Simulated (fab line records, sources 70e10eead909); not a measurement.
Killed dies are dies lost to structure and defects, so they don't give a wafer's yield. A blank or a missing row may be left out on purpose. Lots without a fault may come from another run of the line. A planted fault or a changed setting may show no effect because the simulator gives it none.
A struck lot beside a sound one | flow nand_harc | 14 steps out of a route of 1302
Sound: wafers L954.1, L954.3, L954.4. Struck: wafers L955.1, L955.3, L955.4. The cause comes at the end.
At each step with rows: each side's tool, then ch and its chambers, then its first start. Under that, the readings that differ: sound wafers | struck wafers | difference of the means | sigmas: that difference in standard deviations of wafers without a fault.
alike: readings whose means differ by less than 2 such deviations, and words and numbers that are the same on both sides. not compared: withheld readings, readings that some wafer has no value for, bounds like >300 that may hide the same value, and numbers for which the record gives no deviation and whose values overlap.
The two part at a step that has a row with sigmas, a row that says differs or no value, or rows on one side only. Numbers that don't overlap but have no deviation are shown without sigmas and don't part them. A reading that every wafer of one side lacks parts them only if that side has two wafers or more.

NHARC_A_DECK1_JOINT_INSPECT_05:
  sound on defect_inspect-02, day 18 15:13; struck on defect_inspect-02, day 19 09:05
  alike: raw_defect_count
then, 1 step without rows for these wafers: NHARC_A_ONON_D2_DEP_00 (target thk 1000 nm).
NHARC_A_ONON_D2_THK_MEAS_02: measures by ellipsometry.
  sound on film_metro-01, day 18 15:47; struck on film_metro-01, day 19 09:40
  alike: thk_nm
then, 1 step without rows for these wafers: NHARC_A_ONON_D2_DEP_03 (target thk 1000 nm).
NHARC_A_ONON_D2_THK_MEAS_05: measures by ellipsometry.
  sound on film_metro-01, day 18 16:21; struck on film_metro-01, day 19 10:13
  alike: thk_nm
then, 1 step without rows for these wafers: NHARC_A_ONON_D2_DEP_06 (target thk 1000 nm).
NHARC_A_ONON_D2_THK_MEAS_08: measures by ellipsometry.
  sound on film_metro-02, day 18 16:55; struck on film_metro-01, day 19 10:47
  alike: thk_nm
then, 1 step without rows for these wafers: NHARC_A_ONON_D2_DEP_09 (target thk 1000 nm).
NHARC_A_ONON_D2_THK_MEAS_11: measures by ellipsometry.
  sound on film_metro-02, day 18 17:29; struck on film_metro-01, day 19 11:21
  alike: thk_nm
then, 1 step without rows for these wafers: NHARC_A_ONON_D2_DEP_12 (target thk 1000 nm).
NHARC_A_ONON_D2_THK_MEAS_14: measures by ellipsometry.
  sound on film_metro-01, day 18 18:02; struck on film_metro-02, day 19 11:55
  alike: thk_nm
then, 1 step without rows for these wafers: NHARC_A_ONON_D2_ANNEAL_15 (time 3600 s).
NHARC_A_ONON_D2_DEP_16: target thk 1000 nm.
  sound on pecvd_onon-02 ch 0, day 19 00:56; struck on pecvd_onon-02, day 19 18:44
  no value came back on the struck wafers for n2_flow_sccm (sccm), n2o_flow_sccm (sccm); on the sound wafers n2_flow_sccm (sccm) reads 2738 2740 2746
-- the record jumps here: 12 days lie between the struck wafers' starts before and after (it left off in module A_ONON_D2 and takes up again in module END, whose first step shown is number 1302 of the route) --
NHARC_END_SORT_01:
  the record has rows for the struck wafers here (prober-02 ch 0, day 31 22:12) and none for the sound ones

WHERE THEY PART
First at NHARC_A_ONON_D2_DEP_16; last, within this record, at NHARC_END_SORT_01.

WHY: what the simulator had put in
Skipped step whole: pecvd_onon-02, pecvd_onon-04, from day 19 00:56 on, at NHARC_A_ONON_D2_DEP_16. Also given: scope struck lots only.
